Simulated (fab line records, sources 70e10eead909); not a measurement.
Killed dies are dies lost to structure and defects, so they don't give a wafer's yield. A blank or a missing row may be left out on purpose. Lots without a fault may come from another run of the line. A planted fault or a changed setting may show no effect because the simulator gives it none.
fab line records | flow nand_harc | part 2 of 2: steps 16 to 26 of 26
record lots=5 wafers=15 last_day=33
route steps=1302 shown A_CHANNEL_HOLE_D2@590 A_CHANNEL_FILL_D2@610
lots that met no fault: from a run of the same line without faults
start_h: hours from the record's first day to the start of the lot's first wafer shown | wait_h: hours since the lot's step before | " the same as in the row above | L1.1+2: a row that stands for several wafers | - no value, or no start given | * or withheld: withheld | < > ~ a bound
route shown NAME@n: a module of which the file shows steps, and the number in the route of the first | usual: mean/standard deviation of fault-free wafers | same: alike in all rows | chamber/n: place in a boat | sites: the reading at each site | _std_site: their standard deviation | _edge_site: outer sites' mean less inner sites' | radius_mm: how far each site lies from the wafer's centre | mask NAME#n: copy n | behind: the tool/chamber that last shaped the wafer | hold: why the lot was held/for how many hours/how that ended | device: the transistor (n, p or np) that didn't switch | end of line: the same wafers' tests at the end of the route | a step without rows: its recipe alone | killed: dies lost to structure and defects at the first sort, not the wafer's yield | map: a wafer's dies, x killed, . not, _ none there
set.NAME: the setting as run; set.NAME@STEP: as run at that earlier step | model.NAME: the simulator's own value behind a step, which no gauge read
lots at some steps of the route; a table a step, a row a wafer
services: from which hour (start_h, from the record's first day; less than 0 if before it) a tool's chamber was out of use, for how many hours, and why
## steps
# step NHARC_A_CHANNEL_HOLE_D2_PRECLEAN_29
# recipe time_s=* temp_c=50 bath_age_min=0 chemistry=SC1
# usual h2o2_flow_mL_min=56.61/0.18 sc1_h2o2_end_mol_l=0.3698/0.00063
# columns lot.wafer tool chamber start_h wait_h h2o2_flow_mL_min sc1_h2o2_end_mol_l
L079.2 wet_bench-07 6 346.12 - 56.66 0.3689
L079.3 " 0 " " 56.51 0.3709
L079.5 " 2 " " 56.61 0.3701
L080.1 wet_bench-02 4 360.39 - 56.32 0.3706
L080.3 " 7 " " 56.80 0.3695
L080.5 " 1 " " 56.73 0.3698
L091.4 wet_bench-02 0 459.39 - 56.69 0.3708
L091.5 " 1 " " 56.89 0.3687
L091.1 " 2 " " 56.59 0.3697
L096.3 wet_bench-04 3 511.47 - 56.74 0.3697
L096.5 " 5 " " 56.77 0.3687
L096.4 " 6 " " 56.55 0.3701
L097.6 wet_bench-04 2 531.06 - 56.09 0.3695
L097.2 " 5 " " 56.47 0.3705
L097.4 " 6 " " 56.70 0.3703
# step NHARC_A_CHANNEL_HOLE_D2_SRD_30
# columns lot.wafer tool chamber start_h wait_h
L079.2+3+5 wet_bench-07 6,0,2 - -
L080.1+3+5 wet_bench-02 4,7,1 - -
L091.4+5+1 wet_bench-02 0,1,2 - -
L096.3+5+4 wet_bench-04 3,5,6 - -
L097.6+2+4 wet_bench-04 2,5,6 - -
# step NHARC_A_CHANNEL_HOLE_D2_CD_MEAS_31
# usual cd_nm=90.4/1.3
# columns lot.wafer tool chamber start_h wait_h cd_nm
L079.2 cd_sem-03 - 346.26 - 90.4
L079.3 " - " " 90.4
L079.5 " - " " 92.4
L080.1 cd_sem-03 - 360.53 - 90.8
L080.3 " - " " 93.0
L080.5 " - " " 90.9
L091.1 cd_sem-03 - 459.53 - 89.5
L091.4 " - " " 89.1
L091.5 " - " " 89.9
L096.3 cd_sem-02 - 511.61 - 92.2
L096.4 " - " " 90.6
L096.5 " - " " 88.3
L097.2 cd_sem-03 - 531.19 - 90.3
L097.4 " - " " 87.5
L097.6 " - " " 88.6
# step NHARC_A_CHANNEL_HOLE_D2_XSEM_32
# recipe landing_energy_ev=35000
# usual bot_cd_nm=74.9/1.5 bow_nm=8.60/0.26 tilt_deg=0.08/0.039
# columns lot.wafer tool chamber start_h wait_h bot_cd_nm bow_nm tilt_deg
L079.2 xsem-02 0 346.35 0.1 74.8 8.28 0.11
L079.3 " 0 " " 74.0 8.24 0.11
L079.5 " 0 " " 77.0 8.25 0.11
L080.1 xsem-02 0 360.63 0.1 75.3 8.59 0.14
L080.3 " 0 " " 78.0 8.57 0.14
L080.5 " 0 " " 75.1 8.54 0.14
L091.1 xsem-02 0 459.62 0.1 74.0 8.54 0.11
L091.4 " 0 " " 73.5 8.62 0.11
L091.5 " 0 " " 74.4 8.64 0.11
L096.3 xsem-02 0 511.71 0.1 76.9 8.61 0.04
L096.4 " 0 " " 74.9 8.65 0.04
L096.5 " 0 " " 72.3 8.51 0.04
L097.2 xsem-02 0 531.29 0.1 75.1 8.00 0.05
L097.4 " 0 " " 71.2 7.96 0.05
L097.6 " 0 " " 73.1 8.05 0.05
# step NHARC_A_CHANNEL_HOLE_D2_INSPECT_40
# usual raw_defect_count=268/67
# columns lot.wafer tool chamber start_h wait_h raw_defect_count
L079.2 defect_inspect-01 - 346.46 - 338
L079.3 " - " " 253
L079.5 " - " " 334
L080.1 defect_inspect-02 - 360.72 - 314
L080.3 " - " " 301
L080.5 " - " " 317
L091.1 defect_inspect-02 - 459.72 - 244
L091.4 " - " " 283
L091.5 " - " " 162
L096.3 defect_inspect-02 - 511.80 - 347
L096.4 " - " " 301
L096.5 " - " " 260
L097.2 defect_inspect-01 - 531.38 - 238
L097.4 " - " " 214
L097.6 " - " " 281
# step NHARC_A_CHANNEL_FILL_D2_PRECLEAN_00
# recipe time_s=* temp_c=50 bath_age_min=0 chemistry=SC1
# usual h2o2_flow_mL_min=56.59/0.17 sc1_h2o2_end_mol_l=0.3698/0.00064
# columns lot.wafer tool chamber start_h wait_h h2o2_flow_mL_min sc1_h2o2_end_mol_l
L079.5 wet_bench-06 0 346.52 0.1 56.60 0.3705
L079.3 " 3 " " 56.48 0.3684
L079.2 " 5 " " 56.52 0.3705
L080.1 wet_bench-03 5 360.77 0.1 56.57 0.3685
L080.3 " 7 " " 56.67 0.3707
L080.5 " 2 " " 56.44 0.3693
L091.1 wet_bench-03 2 459.77 0.1 56.72 0.3704
L091.5 " 5 " " 56.68 0.3691
L091.4 " 7 " " 56.77 0.3701
L096.3 wet_bench-09 5 511.85 0.0 56.51 0.3708
L096.5 " 6 " " 56.79 0.3690
L096.4 " 0 " " 56.63 0.3703
L097.2 wet_bench-03 4 531.43 0.0 56.46 0.3698
L097.4 " 5 " " 56.69 0.3691
L097.6 " 0 " " 56.46 0.3693
# step NHARC_A_CHANNEL_FILL_D2_SRD_01
# columns lot.wafer tool chamber start_h wait_h
L079.5+3+2 wet_bench-06 0,3,5 - -
L080.1+3+5 wet_bench-03 5,7,2 - -
L091.1+5+4 wet_bench-03 2,5,7 - -
L096.3+5+4 wet_bench-09 5,6,0 - -
L097.2+4+6 wet_bench-03 4,5,0 - -
# step NHARC_A_CHANNEL_FILL_D2_ALD_02
# recipe target_thk_a=60 pulse_time_s=10 ald_cycles=60 temp_c=300 material=SiO2
# usual heater_power_w=477/42 precursor_pulse_height_rel=1.001/0.02
# same ald_cycles=60 pulse_time_s=10
# columns lot.wafer tool chamber start_h wait_h heater_power_w precursor_pulse_height_rel
L079.2 ald_hk-02 1 346.81 - 453 0.991
L079.3 " 2 " " 471 1.023
L079.5 " 1 " " 446 1.011
L080.3 ald_hk-01 3 360.99 - 453 0.998
L080.1 " 1 " " 467 1.007
L080.5 " 2 " " 514 1.007
L091.4 ald_hk-02 2 459.91 - 491 1.045
L091.1 " 0 " " 437 0.971
L091.5 " 3 " " 553 0.982
L096.3 ald_hk-02 1 515.30 - 428 0.975
L096.4 " 2 " " 493 0.968
L096.5 " 0 " " 435 0.970
L097.4 ald_hk-02 3 531.57 - 549 1.018
L097.2 " 2 " " 483 0.992
L097.6 " 0 " " 434 1.020
# step NHARC_A_CHANNEL_FILL_D2_ALD_03
# recipe target_thk_a=60 pulse_time_s=60 ald_cycles=58 temp_c=630 pressure_torr=2 material=SiNx
# usual precursor_pulse_height_rel=1.000/0.02
# same ald_cycles=58 pulse_time_s=60
# columns lot.wafer tool chamber start_h wait_h precursor_pulse_height_rel
L079.2 ald_sin_batch-01 0 - - 1.004
L079.3 " 0 " " 0.982
L079.5 " 0 " " 0.987
L080.1 ald_sin_batch-02 0 - - 1.004
L080.3 " 0 " " 1.003
L080.5 " 0 " " 1.018
L091.1 ald_sin_batch-01 0 - - 1.012
L091.4 " 0 " " 0.969
L091.5 " 0 " " 0.996
L096.3 ald_sin_batch-03 0 - - 0.991
L096.4 " 0 " " 0.966
L096.5 " 0 " " 1.012
L097.2 ald_sin_batch-01 0 - - 0.958
L097.4 " 0 " " 0.989
L097.6 " 0 " " 1.027
# step NHARC_A_CHANNEL_FILL_D2_ALD_14
# recipe target_thk_a=25 pulse_time_s=10 ald_cycles=25 temp_c=300 material=SiO2
# usual heater_power_w=472/43 precursor_pulse_height_rel=1.002/0.02
# same ald_cycles=25 pulse_time_s=10
# columns lot.wafer tool chamber start_h wait_h heater_power_w precursor_pulse_height_rel
L079.3 ald_hk-04 3 353.98 0.1 514 0.979
L079.2 " 0 " " 476 0.994
L079.5 " 3 " " 511 1.011
L080.3 ald_hk-04 1 367.92 0.0 436 1.016
L080.1 " 0 " " 488 1.036
L080.5 " 1 " " 445 1.011
L091.4 ald_hk-01 0 466.97 0.1 463 1.012
L091.1 " 2 " " 531 0.994
L091.5 " 0 " " 463 0.994
L096.4 ald_hk-02 1 522.29 0.0 431 1.025
L096.3 " 2 " " 473 1.003
L096.5 " 1 " " 439 1.006
L097.2 ald_hk-01 0 538.65 0.1 457 1.010
L097.4 " 1 " " 478 0.978
L097.6 " 3 " " 454 1.017
# step NHARC_A_CHANNEL_FILL_D2_ALD_15
# recipe target_thk_a=20 pulse_time_s=60 ald_cycles=19 temp_c=630 pressure_torr=2 material=SiNx
# usual precursor_pulse_height_rel=1.002/0.02
# same ald_cycles=19 pulse_time_s=60
# columns lot.wafer tool chamber start_h wait_h precursor_pulse_height_rel
L079.2 ald_sin_batch-03 0 - - 1.028
L079.3 " 0 " " 0.982
L079.5 " 0 " " 0.980
L080.1 ald_sin_batch-01 0 - - 0.978
L080.3 " 0 " " 0.985
L080.5 " 0 " " 1.035
L091.1 ald_sin_batch-03 0 - - 0.977
L091.4 " 0 " " 0.993
L091.5 " 0 " " 0.982
L096.3 ald_sin_batch-02 0 - - 1.036
L096.4 " 0 " " 1.034
L096.5 " 0 " " 1.002
L097.2 ald_sin_batch-03 0 - - 1.027
L097.4 " 0 " " 0.979
L097.6 " 0 " " 0.967
## services
# columns tool chamber start_h hours kind
ald_hk-04 - 335.44 1.5 repair
wet_bench-07 - 336.00 8.0 pm
rie_diel-13 - 342.41 9.0 pm
wet_bench-09 - 352.80 8.0 pm
wet_bench-06 - 369.60 8.0 pm
har_etch-02 - 377.00 17.0 pm
wet_bench-03 - 386.40 8.0 pm
rie_diel-02 - 393.70 9.0 pm
wet_bench-04 - 403.21 8.0 pm
rie_diel-02 3 404.11 4.8 repair
wet_bench-07 - 408.29 2.6 repair
rie_diel-02 - 417.48 0.5 repair
har_etch-01 - 419.13 1.9 repair
wet_bench-02 - 420.00 8.0 pm
rie_diel-02 - 434.55 1.6 repair
rie_diel-02 - 449.78 0.7 repair
rie_diel-13 3 462.39 1.7 repair
wet_bench-02 - 466.69 1.3 repair
ald_hk-01 - 477.31 10.0 pm
ald_sin_batch-01 - 506.00 26.0 pm
rie_diel-02 3 516.28 8.4 repair
rie_diel-13 - 519.41 9.0 pm
ald_hk-02 - 533.22 10.0 pm
rie_diel-02 - 539.67 0.1 repair
